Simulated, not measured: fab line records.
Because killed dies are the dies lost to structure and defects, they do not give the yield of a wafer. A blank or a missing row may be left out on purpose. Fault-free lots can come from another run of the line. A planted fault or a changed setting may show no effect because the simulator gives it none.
Code-filled problem report in 8D (eight disciplines) form / flow nand_harc / the parts of the form that need people (team, actions taken, sign-off) are left out

## 1. WHAT IS WRONG
Wafers without a fault read 4.2, standard deviation 2.6; raw_defect_count at NHARC_P_M0_INSPECT_11 reads a mean of 336.9 on 9 wafers belonging to 3 lots. So: +99 or more standard deviations from the usual mean.
First observed at day 6 21:45: wafer L423.3, on defect_inspect-01. Wafers with a number at this step in the record: 36, from 12 lots. Rule for "out" (also "out of limits"): further than 4 standard deviations from the usual mean. The rest of the wafers with a number are treated as sound.

## 2. WHAT IT IS; WHAT IT IS NOT
question=which readings at this step | is=raw_defect_count | is not=-
question=which lots | is=L423, L424, L426 | is not=L421, L425, L433, L434, L436, L437, L440, L441, L444
question=which wafers of those lots | is=all that have a number | is not=-
question=read on which gauges | is=defect_inspect-01, defect_inspect-02 | is not=-
question=when | is=from day 6 21:45 | is not=up to then (3 sound wafers); but 24 sound wafers of L425, L433, L434, L436, L437, L440, L441, L444 came after

## 3. SUSPECTS, AND WHAT RULES EACH OUT
Counting: a tool stays on the suspect list if, at a process step up to the reading, it processed all lots that are out and no sound lot following the first of them.
- the gauge at NHARC_P_M0_INSPECT_11 is ruled out. Those wafers that are out were read across 2 gauges (defect_inspect-01, defect_inspect-02).
- pecvd-04 at NHARC_P_M0_DEP_00 (deposits SiOC, target thk 150 nm): ruled out as a lasting fault. Following L423 (day 6 20:53), the first lot on it that is out, the sound lots L434, L436, L437, L441, L444 were run on it.
Left after counting: nothing in the record.

## 4. THE CAUSE (what the simulator had put in)
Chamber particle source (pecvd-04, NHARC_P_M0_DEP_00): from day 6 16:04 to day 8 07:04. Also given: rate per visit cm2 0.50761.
The count ruled it out by mistake, since the rule takes a fault to strike every lot its tool runs from the start of the fault on, and this one did not do so.

## 5. THE CHAIN OF EFFECTS, in route order
Rows list readings where the struck wafers' mean (over those with a number) sits beyond 3 standard deviations from the usual. Only readings whose record carries a usual standard deviation are examined. hours: median over the lots of the time between each lot's start at the first step of this table that gives one and its start at this step. sigmas: the change, counted in usual standard deviations.
hours=0; step=NHARC_P_M0_INSPECT_11; reading=raw_defect_count; usual=4.2; on struck wafers=336.9; change=+332.7; sigmas=+99 or more
hours=449; step=NHARC_END_SORT_01; reading=defect_limited_yield; usual=91.1 %; on struck wafers=78.8; change=-12.3; sigmas=-4.4
hours=449; step=NHARC_END_SORT_01; reading=killed_at_periphery; usual=3.8; on struck wafers=76.6; change=+72.8; sigmas=+25
hours=449; step=NHARC_END_SORT_01; reading=killed_dies; usual=60; on struck wafers=144; change=+84; sigmas=+4.4

## 6. WHAT WOULD HAVE CAUGHT IT SOONER
6 hours passed between the start of the fault at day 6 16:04 and the first reading out of limits at a measuring or inspecting step in this record, taken at day 6 21:45.
